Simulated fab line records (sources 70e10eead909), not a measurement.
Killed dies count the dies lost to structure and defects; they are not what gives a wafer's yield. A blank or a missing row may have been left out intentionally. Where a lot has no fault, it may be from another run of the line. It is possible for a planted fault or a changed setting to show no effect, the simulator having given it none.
Which tool is to blame? -- flow nandHarc -- 6 lots, 18 wafers sampled, at 3 steps of a route of 1159

## WHAT EACH GAUGE READ, for each wafer
NHARC_END_SORT_01.
lot,measured,on,killedAtArray
L974,day 19 18:46,prober-02,21 36 38
L978,day 20 02:30,prober-01,18 33 24
L979,day 20 15:57,prober-01,34 35 34
L981,day 21 05:58,prober-01,19 24 26
L986,day 22 03:00,prober-01,36 38 642

## WHICH TOOL RAN EACH LOT (tool, then ch and the chambers of the sampled wafers, then the start)
lot,NHARC_P_BONDPAD_CMP_19,NHARC_A_ONON_D1_DEP_22
L974,"cmp-03 ch 0,1,3, day 7 01:47","pecvdOnon-03 ch 0, day 8 13:09"
L978,"cmp-02 ch 1,2,3, day 7 13:52","pecvdOnon-04 ch 0, day 9 00:38"
L979,"cmp-01 ch 1,2,3, day 7 21:46","pecvdOnon-02 ch 0, day 9 08:37"
L981,"cmp-03 ch 0,1,2, day 8 11:22","pecvdOnon-04 ch 0, day 9 23:43"
L986,"cmp-01 ch 0,1,2, day 9 18:03","pecvdOnon-02 ch 0, day 11 09:38"
L996,"cmp-02 ch 1,3, day 11 23:57","pecvdOnon-04 ch 0, day 13 10:17"
- NHARC_P_BONDPAD_CMP_19: polishes, t overpolish 30 s, cu recess touch 16 s, target thk 160.81 nm.
- NHARC_A_ONON_D1_DEP_22: target thk 1000 nm.

## THE ANSWER, worked out from the rows above alone
Rule: the usual values come from the lots themselves. The widest of any qualifying gaps counts: lots, ordered by their means at a reading, are off when they make up no more than a third of the lots, leave a main group of 4 or more, and stand apart from it by 3 or more times the standard deviation of that group's means. The tables above print the reading to a certain number of digits; a main group whose means all agree to those digits is not used. Also off: a lot with no number at a reading for which 4 or more lots have one. Any other lot the step has rows for is counted as sound.
Off: L986 (NHARC_END_SORT_01, killedAtArray). For the main group the mean is 28 and the standard deviation 4.7. Neither off nor sound, because the step has no rows for them: L996.
A tool fits if, at a process step before that reading, it ran every lot that is off, and no sound lot after the first of them. Those tools and the gauges at NHARC_END_SORT_01 are tried in the same way. Can't be told from this: 3 tools fit, cmp-01 at NHARC_P_BONDPAD_CMP_19, pecvdOnon-02 at NHARC_A_ONON_D1_DEP_22, prober-01 at NHARC_END_SORT_01.

## WHAT THE SIMULATOR HAD INSERTED
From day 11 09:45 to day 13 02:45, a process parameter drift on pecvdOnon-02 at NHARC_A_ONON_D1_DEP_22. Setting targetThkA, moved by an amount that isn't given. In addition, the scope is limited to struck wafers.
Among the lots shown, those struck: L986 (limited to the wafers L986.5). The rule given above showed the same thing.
